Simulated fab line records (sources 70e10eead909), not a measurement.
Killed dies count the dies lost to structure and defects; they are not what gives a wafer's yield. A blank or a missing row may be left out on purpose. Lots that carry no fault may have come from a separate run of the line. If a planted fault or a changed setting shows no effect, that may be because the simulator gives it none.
Matching of chambers :: flow nand_harc :: 4 sister chambers for NHARC_A_STAIRCASE_CMP_472 on cmp-02
The step polishes SiO2. 4 wafers are shown with their chamber, then 11 later ones without.

## WAFERS, EACH WITH ITS CHAMBER
wafer: L084.2
chamber: 2
motor_current_A (A): 11.7

wafer: L083.1
chamber: 0
motor_current_A (A): 14.1

wafer: L083.6
chamber: 1
motor_current_A (A): 10.9

wafer: L086.1
chamber: 3
motor_current_A (A): 13.0

## WAFERS MISSING THEIR CHAMBER
wafer: L086.5
motor_current_A (A): 11.2

wafer: L086.6
motor_current_A (A): 11.2

wafer: L085.1
motor_current_A (A): 14.2

wafer: L085.2
motor_current_A (A): 13.6

wafer: L085.4
motor_current_A (A): 11.2

wafer: L088.3
motor_current_A (A): 14.4

wafer: L088.5
motor_current_A (A): 10.4

wafer: L088.6
motor_current_A (A): 10.9

wafer: L089.2
motor_current_A (A): 10.5

wafer: L089.3
motor_current_A (A): 13.6

wafer: L089.5
motor_current_A (A): 11.6

## WHICH CHAMBER EACH WENT THROUGH
wafer: L086.5
from the rows above: can't be placed: 1 or 2
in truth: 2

wafer: L086.6
from the rows above: can't be placed: 1 or 2
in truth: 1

wafer: L085.1
from the rows above: 0
in truth: 0

wafer: L085.2
from the rows above: can't be placed: 0 or 3
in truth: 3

wafer: L085.4
from the rows above: can't be placed: 1 or 2
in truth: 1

wafer: L088.3
from the rows above: 0
in truth: 0

wafer: L088.5
from the rows above: 1
in truth: 1

wafer: L088.6
from the rows above: 1
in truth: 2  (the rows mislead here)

wafer: L089.2
from the rows above: 1
in truth: 1

wafer: L089.3
from the rows above: can't be placed: 0 or 3
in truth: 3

wafer: L089.5
from the rows above: can't be placed: 2 or 1
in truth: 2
Correct placement for 4 of the 11. Not placeable from these rows: 6 (in 6, the candidates include the true chamber). 1 placed wrongly.
How it was worked out, from the rows above alone: a wafer's distance from a chamber is the root of the sum, over the readings, of the square of ((its reading less the chamber's mean) divided by the reading's scatter). If the next closest chamber is less than 2 further off than the closest, the wafer can't be placed; otherwise it belongs to the closest. The mean given for a chamber averages the wafers shown for that chamber. The scatter: root of mean squared gap, hidden wafer to nearest shown wafer, with one shown wafer a chamber.
